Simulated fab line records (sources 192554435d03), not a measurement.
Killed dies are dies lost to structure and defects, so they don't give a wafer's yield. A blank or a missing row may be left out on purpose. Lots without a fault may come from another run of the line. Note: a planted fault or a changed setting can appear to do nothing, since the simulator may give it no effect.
fab line records ; flow n5Finfet
[record] lots = 4; wafers = 12; lastDay = 19
route steps=1938 shown BEOL_M10@1482 PASSIVATION@1936
lots that met no fault: from a run of the same line without faults
startH: start of the lot's first displayed wafer, in hours after the record's first day ; waitH: hours from the lot's prior step to this one ; " the same as in the row above ; L1.1+2: one row covering several wafers at once ; - value missing, or start not given ; * or withheld: withheld ; < > ~ a bound
route shown NAME@n: NAME is a module with steps in the file, n the number in the route of the first one ; usual: mean/standard deviation of fault-free wafers ; same: alike in all rows ; chamber/n: place in a boat ; sites: per-site readings ; _std_site: standard deviation across them ; _edge_site: outer sites' mean less inner sites' ; radiusMm: for every site, how far away it sits from the centre of the wafer ; mask NAME#n: copy n ; behind: the tool/chamber that last shaped the wafer ; hold: what put the lot on hold/how long, in hours/how the hold closed ; device: transistor that didn't switch, given as n, p or np ; end of line: the tests these same wafers got at the end of their route ; a step without rows: its recipe alone ; killed: at the first sort, the dies lost to defects and structure; wafer yield is something else ; map: per-die view of a wafer (x killed, . not killed, _ where there is no die)
set.NAME: setting as actually run; set.NAME@STEP: the setting as run at that earlier step ; model.NAME: the simulator's own value behind a step, which no gauge read
certain route steps with their lots: each step a table, each wafer a row
services: a tool's chamber out of use, with start hour (startH, from the record's first day; less than 0 if before it), hours out, and reason
[[steps]]
[step N5_BEOL_M10_DEVELOP_10]
[recipe] developTimeS = 30; developer = TMAH; resist = CAR-ArF; rinseLiquid = diw; dry = airSpin; devTempC = 23
[step N5_BEOL_M10_DESCUM_16]
[recipe] chemistry = O2; timeS = 7.9; sourcePowerW = 50; biasPowerW = 20; pressureMtorr = 20; rfFrequencyHz = 2.712e+07; tempC = 40; resist = CAR-ArF; o2FlowSccm = 225
[step N5_BEOL_M10_ETCH_61]
[recipe] chemistry = CF4; target = SiARC; targetDepthA = 390; maskMaterial = CAR-ArF; timeS = 65; ionEnergyEv = 80; pressureMtorr = 40; sourceW = 545; biasW = 36; Ar_flow_sccm = 100; cf4FlowSccm = 100; ends = cleared
[step N5_BEOL_M10_ETCH_62]
[recipe] chemistry = N2/H2; target = SOC; targetDepthA = 1100; overetchA = 220; maskMaterial = SiARC; tempC = 40; timeS = 165; ionEnergyEv = 200; pressureMtorr = 30; sourceW = 840; biasW = 150; n2FlowSccm = 200; h2FlowSccm = 200
[step N5_BEOL_M10_STRIP_68]
[recipe] chemistry = N2/H2; tempC = 40; n2FlowSccm = 200; h2FlowSccm = 200; rfFrequencyHz = 6e+07
[step N5_BEOL_M10_STRIP_67]
[recipe] chemistry = CF4; resist = SiARC; powerW = 300; biasPowerW = 75; pressureMtorr = 50; cf4FlowSccm = 150; rfFrequencyHz = 6e+07
[step N5_BEOL_M10_HM_OPEN_17]
[recipe] chemistry = Cl2/BCl3; targetDepthA = 200; overetchA = 60; target = TiN; maskMaterial = SOC; ionEnergyEv = 150; pressureMtorr = 10; icpW = 1000; biasW = 126; Cl2_flow_sccm = 53.25; bcl3FlowSccm = 21.75; Ar_flow_sccm = 25
[step N5_BEOL_M10_STRIP_19]
[recipe] chemistry = O2; powerW = 400; tempC = 40; pressureMtorr = 30; rfFrequencyHz = 6e+07; biasPowerW = 0; overashFraction = 0.2; o2FlowSccm = 225
[step N5_BEOL_M10_COAT_63]
[recipe] resist = SOC; tempC = 250; timeS = 60; spinRpm = 1500; resistThkNm = 100
[usual] heaterPowerTotalW = 500.4/1.8; resistLineTempC = 22.98/0.1; spinSpeedRpm = 1500.0/0.88
lot.wafer;tool;chamber;startH;waitH;heaterPowerTotalW;resistLineTempC;spinSpeedRpm;model.SOC_of_BEOL_M10_COAT_63.thkNm
L486.1;lithoTrack-02;0;257.86;0.5;499.0;23.07;1501.6;99.8
L486.4;lithoTrack-02;0;257.86;0.5;497.6;22.71;1500.8;100
L486.6;lithoTrack-02;0;257.86;0.5;499.2;23.02;1502.0;99.8
L500.2;lithoTrack-02;0;365.45;0.3;502.4;23.12;1336.3;106.4
L500.5;lithoTrack-02;0;365.45;0.3;498.1;23.03;1335.7;106.4
L500.6;lithoTrack-02;0;365.45;0.3;499.9;23.16;1336.4;106.6
L502.3;lithoTrack-01;0;371.19;2.5;503.1;23.04;1500.9;100
L502.4;lithoTrack-01;0;371.19;2.5;499.5;22.94;1500.0;100
L502.6;lithoTrack-01;0;371.19;2.5;501.4;23.00;1499.7;100.2
L501.1;lithoTrack-02;0;393.09;1.7;499.1;22.91;1337.6;106.4
L501.2;lithoTrack-02;0;393.09;1.7;500.0;22.93;1336.6;106.6
L501.3;lithoTrack-02;0;393.09;1.7;498.6;23.06;1336.8;106
[step N5_BEOL_M10_COAT_64]
[recipe] resist = SiARC; tempC = 220; timeS = 60; spinRpm = 1500; resistThkNm = 30
[step N5_BEOL_M10_COAT_22]
[recipe] resist = CAR-ArF; spinRpm = 1500; resistThkNm = 90
[step N5_BEOL_M10_EBR_24]
[recipe] solvent = PGMEA; ebrWidthMm = 1.5
[step N5_BEOL_M10_SOFTBAKE_23]
[recipe] tempC = 110; timeS = 60; resist = CAR-ArF
[step N5_BEOL_M10_EXPOSE_25]
[recipe] maskId = V9; na = 1.35; sourceShape = annular; sigmaInner = 0.5; sigmaOuter = 0.8; polarization = unpolarized; doseMj = 85.5
[step N5_BEOL_M10_PEB_26]
[recipe] pebTempC = withheld; pebTimeS = 60; resist = CAR-ArF
[step N5_BEOL_M10_DEVELOP_27]
[recipe] developTimeS = 30; developer = TMAH; resist = CAR-ArF; rinseLiquid = diw; dry = airSpin; devTempC = 23
[step N5_BEOL_M10_DESCUM_33]
[recipe] chemistry = O2; timeS = 7.9; sourcePowerW = 50; biasPowerW = 20; pressureMtorr = 20; rfFrequencyHz = 2.712e+07; tempC = 40; resist = CAR-ArF; o2FlowSccm = 225
[step N5_BEOL_M10_ETCH_65]
[recipe] chemistry = CF4; target = SiARC; targetDepthA = 390; maskMaterial = CAR-ArF; timeS = 65; ionEnergyEv = 80; pressureMtorr = 40; sourceW = 545; biasW = 36; Ar_flow_sccm = 100; cf4FlowSccm = 100; ends = cleared
[step N5_BEOL_M10_ETCH_66]
[recipe] chemistry = N2/H2; target = SOC; targetDepthA = 1200; overetchA = 240; maskMaterial = SiARC; tempC = 40; timeS = 180; ionEnergyEv = 200; pressureMtorr = 30; sourceW = 840; biasW = 150; n2FlowSccm = 200; h2FlowSccm = 200
[usual] drypumpMotorCurrentA = 5.9/0.41; oesProductAu = 0.62/0.054; rfVppV = 523.7/2.1; showerheadPlenumPTorr = 2.53/0.07; tempC = 40.00/0.12; throttleValvePct = 17.83/0.17
lot.wafer;tool;chamber;startH;waitH;drypumpMotorCurrentA;oesProductAu;rfHoursCounterH;rfVppV;showerheadPlenumPTorr;tempC;throttleValvePct;model.etch.depthNm
L486.1;rieDiel-03;1;258.41;0.0;5.5;0.65;100;523.1;2.58;40.05;18.00;99.84
L486.4;rieDiel-03;0;258.41;0.0;6.1;0.56;200;523.1;2.49;40.24;17.96;100.1
L486.6;rieDiel-03;1;258.41;0.0;5.5;0.64;-;524.6;2.57;39.99;17.99;99.74
L500.2;rieDiel-01;3;366.00;0.0;6.1;0.75;28;522.7;2.49;40.16;17.80;106.3
L500.5;rieDiel-01;3;366.00;0.0;6.1;0.75;-;522.7;2.49;39.93;17.81;106.5
L500.6;rieDiel-01;2;366.00;0.0;6.2;0.67;-;523.9;2.56;40.09;17.95;106.6
L502.3;rieDiel-06;3;372.00;0.0;5.3;0.63;106;524.3;2.55;40.00;17.82;100
L502.4;rieDiel-06;3;372.00;0.0;5.3;0.63;-;523.3;2.55;39.91;17.81;100.1
L502.6;rieDiel-06;1;372.00;0.0;6.5;0.68;-;525.5;2.59;40.01;17.86;100.2
L501.1;rieDiel-03;0;393.63;0.0;6.1;0.56;248;523.0;2.47;40.03;18.07;106.5
L501.2;rieDiel-03;2;393.63;0.0;5.4;0.57;249;521.7;2.52;40.12;17.90;106.5
L501.3;rieDiel-03;1;393.63;0.0;5.5;0.63;144;525.0;2.56;39.99;18.08;106.1
[step N5_BEOL_M10_STRIP_69]
[recipe] chemistry = N2/H2; tempC = 40; n2FlowSccm = 200; h2FlowSccm = 200; rfFrequencyHz = 6e+07
[step N5_BEOL_M10_VIA_ETCH_34]
[recipe] chemistry = C4F6/O2; target = SiCOH_lowk; targetDepthA = 1845; maskMaterial = SOC; taperDeg = 4; timeS = 69.2; ionEnergyEv = 250; pressureMtorr = 30; sourceW = 345; biasW = 185; Ar_flow_sccm = 300; C4F6_flow_sccm = 10; O2_flow_sccm = 10
[usual] drypumpMotorCurrentA = 5.9/0.42; mfcArSccm = 300.0/0.87; oesProductAu = 0.76/0.075; rfVppV = 659/18; showerheadPlenumPTorr = 2.85/0.07; throttleValvePct = 21.00/0.25
lot.wafer;tool;chamber;startH;waitH;drypumpMotorCurrentA;mfcArSccm;oesProductAu;rfHoursCounterH;rfVppV;showerheadPlenumPTorr;throttleValvePct;model.SOC_of_BEOL_M10_COAT_63.thkNm
L486.1;rieDiel-03;1;258.53;0.0;5.4;301.7;0.80;100;659;2.87;21.13;91.8
L486.4;rieDiel-03;0;258.53;0.0;6.1;297.1;0.70;200;623;2.85;21.41;91.6
L486.6;rieDiel-03;1;258.53;0.0;5.5;300.4;0.79;-;659;2.87;21.12;91.8
L500.2;rieDiel-01;3;366.13;0.0;6.1;298.3;0.91;28;680;2.79;20.90;97.6
L500.5;rieDiel-01;3;366.13;0.0;6.2;300.8;0.91;-;680;2.79;20.92;97.8
L500.6;rieDiel-01;2;366.13;0.0;6.3;298.8;0.82;-;663;2.87;21.12;98.4
L502.3;rieDiel-06;3;372.12;0.0;5.3;299.9;0.77;107;667;2.90;21.17;92.2
L502.4;rieDiel-06;3;372.12;0.0;5.3;300.4;0.77;-;668;2.90;21.16;92.2
L502.6;rieDiel-06;1;372.12;0.0;6.5;301.1;0.86;-;679;2.90;20.96;92
L501.1;rieDiel-03;0;393.76;0.0;6.1;300.4;0.66;248;623;2.83;21.48;98.2
L501.2;rieDiel-03;2;393.76;0.0;5.4;299.5;0.66;249;673;2.78;20.70;98.8
L501.3;rieDiel-03;1;393.76;0.0;5.5;300.0;0.75;144;658;2.86;21.18;98.2
[step N5_BEOL_M10_STRIP_73]
[recipe] chemistry = C4F6/O2; resist = SiARC; rfFrequencyHz = 6e+07
[step N5_PASSIVATION_PROBE_49]
[usual] defectLimitedYield = 91.5/1.7; killed_at_M0_to_M3 = 33/11; killed_at_M4_up = 13/5.2; killedAtContacts = 11/5.7; killedAtFrontEnd = 39/11; killedAtOther = 4/3; killedDies = 101/20; killedOpen = 66/15; killedShort = 33/8.4; sort_bin_5_function = 5.0/1.1; sort_bin_6_memory = 3.2/0.69; sort_bin_8_speed = 0.1/0.52; sortNPass = 1078/20; sortYieldPct = 91.4/1.7
[same] grossDies = 1180; killedAtBackSide = 0; sort_bin_4_leakage[%] = 0
lot.wafer;tool;chamber;startH;waitH;defectLimitedYield[%];killed_at_M0_to_M3;killed_at_M4_up;killedAtContacts;killedAtFrontEnd;killedAtOther;killedDies;killedOpen;killedShort;sort_bin_5_function[%];sort_bin_6_memory[%];sort_bin_8_speed[%];sortNPass;sortYieldPct[%]
L501.1;prober-02;-;447.81;0.0;91.9;24;15;11;39;6;95;56;34;4.7;3.2;0;1085;91.9
L501.2;prober-02;-;447.86;0.1;92.6;30;15;13;27;2;87;52;32;4.1;3.2;0;1093;92.6
L501.3;prober-02;-;447.91;0.1;90.4;17;11;13;71;1;113;76;25;5.1;3.4;0;1067;90.4
// killed by level:class
L501.1 FIN_SAQP:geometricParticle:open=10 MOL_CONTACT_COAG:geometricParticle:open=10 FIN_SAQP:geometricParticle:short=9 STI_FIN_REVEAL:geometricParticle:open=7 BEOL_M3:geometricParticle:short=5 BEOL_M4:geometricParticle:open=5 BEOL_M2:geometricParticle:open=4 BEOL_M3:geometricParticle:open=4
L501.2 MOL_CONTACT_COAG:geometricParticle:open=10 FIN_SAQP:geometricParticle:open=6 STI_FIN_REVEAL:geometricParticle:open=6 BEOL_M0:geometricParticle:short=6 BEOL_M1:geometricParticle:short=6 BEOL_M3:geometricParticle:open=6 BEOL_M0:geometricParticle:open=5 BEOL_M4:geometricParticle:open=5
L501.3 FIN_SAQP:geometricParticle:open=23 MOL_CONTACT_COAG:geometricParticle:open=13 STI_FIN_REVEAL:geometricParticle:open=10 HKMG_FIN:areaEtch=10 FIN_SAQP:geometricParticle:short=7 DUMMY_GATE:geometricParticle:open=6 GATE_CUT:geometricParticle:short=4 STARTING-WAFER:geometricParticle:short=4
[[services]]
tool;chamber;startH;hours;kind
rieDiel-01;3;255.63;-;clean
rieDiel-01;3;255.63;-;consumableReplace:focusRing
rieDiel-01;3;255.63;20.5;scheduledDown
rieDiel-01;3;255.63;20.5;ventCycle
rieDiel-06;3;307.81;6.7;repair
rieDiel-01;3;330.01;15.9;repair
lithoTrack-02;-;333.21;-;consumableReplace:filter
rieDiel-06;2;338.04;-;clean
rieDiel-06;2;338.04;-;consumableReplace:focusRing
rieDiel-06;2;338.04;18.1;scheduledDown
rieDiel-06;2;338.04;18.1;ventCycle
rieDiel-01;0;343.02;22.2;repair
rieDiel-06;2;359.48;33.0;repair
lithoTrack-02;-;392.52;-;consumableReplace:filter
[[key]]
[firstSign] step = N5_BEOL_M10_COAT_63; reading = spinSpeedRpm; direction = down; sigmas = 99+; usual = *; struck = *
effect none on later readings
[modelEffect] step = N5_BEOL_M10_COAT_63; value = SOC_of_BEOL_M10_COAT_63.thkNm; without = 100.5; struck = 106.4
[modelEffect] step = N5_BEOL_M10_ETCH_66; value = etch.depthNm; without = 100.4; struck = 106.4
[modelEffect] step = N5_BEOL_M10_VIA_ETCH_34; value = SOC_of_BEOL_M10_COAT_63.thkNm; without = 92.17; struck = 98.17
metAt N5_BEOL_M10_COAT_63
struckWafers L500.2,L500.5,L500.6,L501.1,L501.2,L501.3
[baselineLoss] step = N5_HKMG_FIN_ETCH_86; wafers = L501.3
onsetBetween 257.86 365.45
[fault] kind = processParameterDrift; tool = lithoTrack-02; chamber = -; onsetH = 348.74; steps = N5_BEOL_M10_COAT_63; channel = spinRpm; offset = *; shape = step; endH = 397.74; actsIn = *; stated = *
// baselineLoss: these wafers lose ten dies or more at that step, a loss of the line's own and not of a fault; the sort's usual values leave them out
